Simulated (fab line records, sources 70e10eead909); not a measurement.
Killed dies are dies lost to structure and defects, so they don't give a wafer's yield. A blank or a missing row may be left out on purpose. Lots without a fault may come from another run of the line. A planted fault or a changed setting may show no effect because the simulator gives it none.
fab line records | flow nand_harc
record lots=7 wafers=21 last_day=24
route steps=1159 shown A_STAIRCASE@745 A_SGD_CUT@747
lots that met no fault: from a run of the same line without faults
start_h: hours from the record's first day to the start of the lot's first wafer shown | wait_h: hours since the lot's step before | " the same as in the row above | L1.1+2: a row that stands for several wafers | - no value, or no start given | * or withheld: withheld | < > ~ a bound
route shown NAME@n: a module of which the file shows steps, and the number in the route of the first | usual: mean/standard deviation of fault-free wafers | same: alike in all rows | chamber/n: place in a boat | sites: the reading at each site | _std_site: their standard deviation | _edge_site: outer sites' mean less inner sites' | radius_mm: how far each site lies from the wafer's centre | mask NAME#n: copy n | behind: the tool/chamber that last shaped the wafer | hold: why the lot was held/for how many hours/how that ended | device: the transistor (n, p or np) that didn't switch | end of line: the same wafers' tests at the end of the route | a step without rows: its recipe alone | killed: dies lost to structure and defects at the first sort, not the wafer's yield | map: a wafer's dies, x killed, . not, _ none there
set.NAME: the setting as run; set.NAME@STEP: as run at that earlier step | model.NAME: the simulator's own value behind a step, which no gauge read
lots at some steps of the route; a table a step, a row a wafer
services: from which hour (start_h, from the record's first day; less than 0 if before it) a tool's chamber was out of use, for how many hours, and why
## steps
# step NHARC_A_STAIRCASE_SRD_474
# step NHARC_A_STAIRCASE_INSPECT_155
# usual raw_defect_count=359/140
# columns lot.wafer tool chamber start_h wait_h raw_defect_count
L734.3 defect_inspect-01 - 357.04 0.1 293
L734.4 " - " " 340
L734.6 " - " " 176
L736.2 defect_inspect-02 - 365.29 0.1 639
L736.3 " - " " 600
L736.5 " - " " 579
L742.3 defect_inspect-01 - 390.76 0.1 284
L742.5 " - " " 387
L742.6 " - " " 455
L744.2 defect_inspect-01 - 401.49 0.1 356
L744.4 " - " " 201
L744.5 " - " " 451
L745.2 defect_inspect-02 - 425.10 0.1 438
L745.3 " - " " 251
L745.4 " - " " 326
L749.4 defect_inspect-01 - 439.36 0.1 359
L749.5 " - " " 356
L749.6 " - " " 378
L750.1 defect_inspect-01 - 439.45 0.1 223
L750.3 " - " " 288
L750.5 " - " " 243
# step NHARC_A_SGD_CUT_DEP_00
# recipe target_thk_a=500 temp_c=400 target_thk_nm=50 flow_sccm=200 rf_w=450 material=SiNx
# usual heater_power_w=749/93 susceptor_temp_C=400.03/0.2
# columns lot.wafer tool chamber start_h wait_h heater_power_w susceptor_temp_C
L734.3 pecvd-04 2 357.13 0.1 648 399.92
L734.4 " 1 " " 578 399.97
L734.6 " 0 " " 693 400.01
L736.3 pecvd-02 1 365.39 0.1 850 399.52
L736.2 " 2 " " 857 400.41
L736.5 " 1 " " 807 399.92
L742.3 pecvd-04 0 390.83 0.1 768 399.80
L742.5 " 0 " " 749 399.86
L742.6 " 2 " " 590 400.29
L744.2 pecvd-04 0 401.56 0.1 756 399.91
L744.4 " 0 " " 731 399.87
L744.5 " 2 " " 585 399.82
L745.3 pecvd-02 0 425.19 0.1 796 400.10
L745.2 " 1 " " 848 399.97
L745.4 " 2 " " 756 399.97
L750.3 pecvd-03 2 439.52 0.1 671 400.06
L750.1 " 0 " " 751 400.36
L750.5 " 2 " " 696 400.24
L749.6 pecvd-02 0 439.52 0.1 707 400.30
L749.4 " 1 " " 772 400.47
L749.5 " 2 " " 693 399.93
# step NHARC_A_SGD_CUT_DEHYDRATE_01
# recipe temp_c=150 time_s=120
# step NHARC_A_SGD_CUT_HMDS_02
# recipe time_s=30
# step NHARC_A_SGD_CUT_COAT_56
# recipe temp_c=260 time_s=75
# step NHARC_A_SGD_CUT_COAT_57
# recipe temp_c=225 time_s=65
# step NHARC_A_SGD_CUT_COAT_03
# recipe spin_rpm=1500 resist_thk_nm=90
# step NHARC_A_SGD_CUT_SOFTBAKE_04
# recipe temp_c=105 time_s=55
# step NHARC_A_SGD_CUT_EBR_05
# step NHARC_A_SGD_CUT_EXPOSE_06
# recipe na=1.35 dose_mj=85.59 mask_id=SGD
# step NHARC_A_SGD_CUT_PEB_07
# recipe peb_temp_c=100 peb_time_s=65
# usual chill_plate_temp_C=23.00/0.11 exhaust_pa=44.8/0.87 peb_time_s=65/0
# columns lot.wafer tool chamber start_h wait_h chill_plate_temp_C exhaust_pa peb_time_s
L734.3 litho_track-04 0 357.75 0.1 22.99 44.5 65
L734.4 " 0 " " 22.97 45.2 65
L734.6 " 0 " " 23.26 43.5 65
L736.2 litho_track-04 0 366.00 0.1 22.91 43.6 65
L736.3 " 0 " " 22.92 43.6 65
L736.5 " 0 " " 23.02 43.9 65
L742.3 litho_track-06 - 391.51 0.1 - - -
L742.5 " - " " - - -
L742.6 " - " " - - -
L744.2 litho_track-04 - 402.08 0.1 - - -
L744.4 " - " " - - -
L744.5 " - " " - - -
L745.2 litho_track-04 - 425.80 0.1 - - -
L745.3 " - " " - - -
L745.4 " - " " - - -
L749.4 litho_track-01 0 440.08 0.0 23.12 44.7 65
L749.5 " 0 " " 23.10 45.0 65
L749.6 " 0 " " 23.26 44.9 65
L750.1 litho_track-04 0 440.10 0.1 23.06 43.1 65
L750.3 " 0 " " 23.08 43.9 65
L750.5 " 0 " " 23.04 44.5 65
# step NHARC_A_SGD_CUT_DEVELOP_08
# recipe develop_time_s=35 dev_temp_c=23
## services
# columns tool chamber start_h hours kind
pecvd-02 - 334.01 13.0 pm
pecvd-02 0 334.01 13.0 vent_cycle
pecvd-02 1 334.01 13.0 vent_cycle
pecvd-02 2 334.01 13.0 vent_cycle
pecvd-02 0 347.01 - clean
pecvd-02 1 347.01 - clean
pecvd-02 2 347.01 - clean
pecvd-03 - 357.75 0.7 repair
pecvd-04 - 376.61 13.0 pm
pecvd-04 0 376.61 13.0 vent_cycle
pecvd-04 1 376.61 13.0 vent_cycle
pecvd-04 2 376.61 13.0 vent_cycle
pecvd-04 0 389.61 - clean
pecvd-04 1 389.61 - clean
pecvd-04 2 389.61 - clean
pecvd-04 - 439.27 1.4 repair
## key
first_sign step=NHARC_A_SGD_CUT_PEB_07 reading=tool_record direction=missing
effect none on later readings
met_at NHARC_A_SGD_CUT_PEB_07
struck_wafers L742.3,L742.5,L742.6,L744.2,L744.4,L744.5,L745.2,L745.3,L745.4
later_rows_left_out L742.3,L742.5,L742.6,L744.2,L744.4,L744.5,L745.2,L745.3,L745.4
sort_left_out L742.3,L742.5,L742.6,L744.2,L744.4,L744.5,L745.2,L745.3,L745.4
tester_left_out L742,L744,L745
onset_between 366.00 391.51
fault kind=skipped_step_whole tool=litho_track-04,litho_track-06 chamber=- onset_h=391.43 steps=NHARC_A_SGD_CUT_PEB_07 scope=struck_lots_only
# tester_left_out: of these lots the tester's yield and bins aren't shown, on N5 and GAA mostly nor the transistor test; their killed dies are dies lost to structure and defects alone, not to doping, threshold or leakage, so they don't give the yield
# sort_left_out: the simulated sort isn't trusted on such a fault, so these wafers' sort isn't shown, and their yield isn't known
# later_rows_left_out: the simulator's readings of these wafers behind a module that went badly wrong aren't trusted and aren't shown, but for the sort
